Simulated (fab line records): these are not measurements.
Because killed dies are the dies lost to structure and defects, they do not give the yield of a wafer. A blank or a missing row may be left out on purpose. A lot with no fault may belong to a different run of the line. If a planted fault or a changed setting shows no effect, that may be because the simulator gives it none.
Which tool did it? -- flow n5 finfet -- Sampling: 11 lots, 33 wafers, 4 of 1938 route steps

WHAT THE GAUGES READ, wafer by wafer
N5_BEOL_M3_OVL_MEAS_29.
lot,measured,on,V2_OVL (nm)
L075,day 7 07:19,overlay-01,0.0 0.0 0.3
L078,day 8 04:58,overlay-02,0.5 -0.6 0.7
L080,day 8 19:11,overlay-01,-1.3 -0.8 0.4
L084,day 9 07:32,overlay-02,-0.5 -0.3 0.6
L083,day 9 12:34,overlay-02,0.7 0.6 0.7
L086,day 10 04:38,overlay-02,0.5 0.0 0.4
L088,day 10 19:44,overlay-01,0.3 -0.9 0.4
L091,day 11 14:38,overlay-02,-0.1 -1.2 -1.1
L093,day 12 00:58,overlay-02,0.0 0.0 -0.3
L095,day 12 06:48,overlay-01,-0.1 0.1 0.1
L097,day 13 02:11,overlay-01,0.5 1.1 0.0

EACH LOT AND THE TOOL THAT RAN IT (in order: tool; ch and the chambers of the sampled wafers; start)
lot,N5_BEOL_M2_ANNEAL_93,N5_BEOL_M3_STRIP_66,N5_BEOL_M3_STRIP_19
L075,"pvd sputter-02, day 7 01:58","rie diel-05 ch 0,3, day 7 06:30","rie diel-03 ch 0,1, day 7 06:46"
L078,"pvd sputter-01, day 7 23:16","rie diel-03 ch 0,1,3, day 8 04:12","rie diel-03 ch 0,1, day 8 04:32"
L080,"pvd sputter-02, day 8 15:32","rie diel-04 ch 2,3, day 8 18:29","rie diel-03 ch 1,2, day 8 18:38"
L084,"pvd sputter-01, day 9 02:28","rie diel-04 ch 0,1,2, day 9 06:51","rie diel-05 ch 1,3, day 9 07:00"
L083,"pvd sputter-02, day 9 09:06","rie diel-03 ch 1,2, day 9 11:52","rie diel-05 ch 0,1, day 9 12:01"
L086,"pvd sputter-01, day 10 00:24","rie diel-05 ch 0,1,2, day 10 03:56","rie diel-05 ch 2,3, day 10 04:13"
L088,"pvd sputter-03, day 10 15:53","rie diel-05 ch 0,2,3, day 10 19:01","rie diel-05 ch 0,1,3, day 10 19:11"
L091,"pvd sputter-01, day 11 11:08","rie diel-04 ch 0,1, day 11 14:03","rie diel-03 ch 0,1,2, day 11 14:13"
L093,"pvd sputter-02, day 11 21:40","rie diel-03 ch 1,2, day 12 00:16","rie diel-04 ch 1,3, day 12 00:25"
L095,"pvd sputter-01, day 12 03:04","rie diel-03 ch 1,2,3, day 12 06:14","rie diel-03 ch 0,2,3, day 12 06:23"
L097,"pvd sputter-03, day 12 21:26","rie diel-03 ch 2,3, day 13 01:35","rie diel-05 ch 0,1,3, day 13 01:46"
- N5_BEOL_M2_ANNEAL_93: time 240 s.
- N5_BEOL_M3_STRIP_66: strips in CF4.
- N5_BEOL_M3_STRIP_19: strips in O2.

THE ANSWER, worked out from the rows above alone
Rule: what is usual is taken from the lots themselves. The widest of any qualifying gaps counts: lots, ordered by their means at a reading, are off when they make up no more than a third of the lots, leave a main group of 4 or more, and stand apart from it by 3 or more times the standard deviation of that group's means. The tables above print the reading to a certain number of digits; a main group whose means all agree to those digits is not used. Also off: a lot with no number at a reading for which 4 or more lots have one. All remaining lots with rows at the step are treated as sound.
None of the lots is off at any reading shown; this tells nothing.

WHAT HAD BEEN PUT IN BY THE SIMULATOR
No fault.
